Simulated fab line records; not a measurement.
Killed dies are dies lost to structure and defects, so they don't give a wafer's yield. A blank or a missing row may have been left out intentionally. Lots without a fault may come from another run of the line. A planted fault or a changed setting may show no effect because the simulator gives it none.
One fault through the eyes of 2 desks :: flow n5_finfet :: every desk sees just its own numbers, and what lay behind them comes last

## DESK OF THE TOOL OWNER: litho_track-04
The tool's own readings at N5_FIN_CUT_COAT_19 (time 60 s, resist thk 20 nm): means of the sampled wafers that have a number, for each lot that ran on this tool. The brackets show how far a lot's mean lies from the usual mean; more than 4 standard deviations puts the lot out of limits, marked OUT.
Columns: A = spin_speed_rpm at N5_FIN_CUT_COAT_19, usual 1500.0 rpm
lot: L803
first seen here: day 5 13:23
A: 1499.3

lot: L806
first seen here: day 6 04:51
A: 1534.5 (+31) OUT

lot: L807
first seen here: day 6 08:14
A: 1534.1 (+31) OUT
This desk's finding: out of limits on L806, L807; first on L806, day 6 04:51 (spin_speed_rpm at N5_FIN_CUT_COAT_19). L803: within limits.

## METROLOGY DESK
What the gauges read for every lot (on any tool): the sampled wafers with a number, averaged. The brackets show how far a lot's mean lies from the usual mean; more than 4 standard deviations puts the lot out of limits, marked OUT. 7 of its 10 readings are shown, namely those furthest out on some lot.
Columns: A = DIBL_N at N5_BEOL_M4_RC_MEAS_101, usual 35.4 mV/V; B = DIBL_P at N5_BEOL_M4_RC_MEAS_101, usual 34.8 mV/V; C = IOFF_N at N5_BEOL_M4_RC_MEAS_101, usual 0.15 nA/um; D = IOFF_P at N5_BEOL_M4_RC_MEAS_101, usual 0.19 nA/um; E = SS_N at N5_BEOL_M4_RC_MEAS_101, usual 71.4 mV/dec; F = VT_N at N5_BEOL_M4_RC_MEAS_101, usual 250 mV; G = VT_P at N5_BEOL_M4_RC_MEAS_101, usual -251 mV
lot: L803
first seen here: day 11 12:41
A: 35.4
B: 34.5
C: 0.15
D: 0.21
E: 71.3
F: 250
G: -248

lot: L807
first seen here: day 12 05:49
A: 34.6
B: 34.4
C: 0.15
D: 0.18
E: 71.2
F: 252
G: -253

lot: L806
first seen here: day 12 14:59
A: 37.0
B: 36.6
C: 0.18
D: 0.21
E: 72.3
F: 250
G: -250

lot: L808
first seen here: day 12 19:35
A: 34.3
B: 34.5
C: 0.13
D: 0.18
E: 70.8
F: 253
G: -252
This desk's verdict: no lot among the 4 shows anything out of limits.

## PUT TOGETHER
At day 6 04:51, on L806, L807, the tool owner's desk was in a position to raise an alarm.
From the metrology desk's view, nothing was out of limits.
The metrology desk holds a record of L806, L807, inside its limits.
On litho_track-04, each named lot ran N5_FIN_CUT_COAT_19.

## WHAT HAD BEEN PUT IN BY THE SIMULATOR
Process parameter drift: litho_track-04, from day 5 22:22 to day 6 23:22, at N5_FIN_CUT_COAT_19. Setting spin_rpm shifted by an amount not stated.
Shown lots that were struck: L806, L807.
Hours from the fault's start to each desk's first reading out of limits: the tool owner's desk, 6.
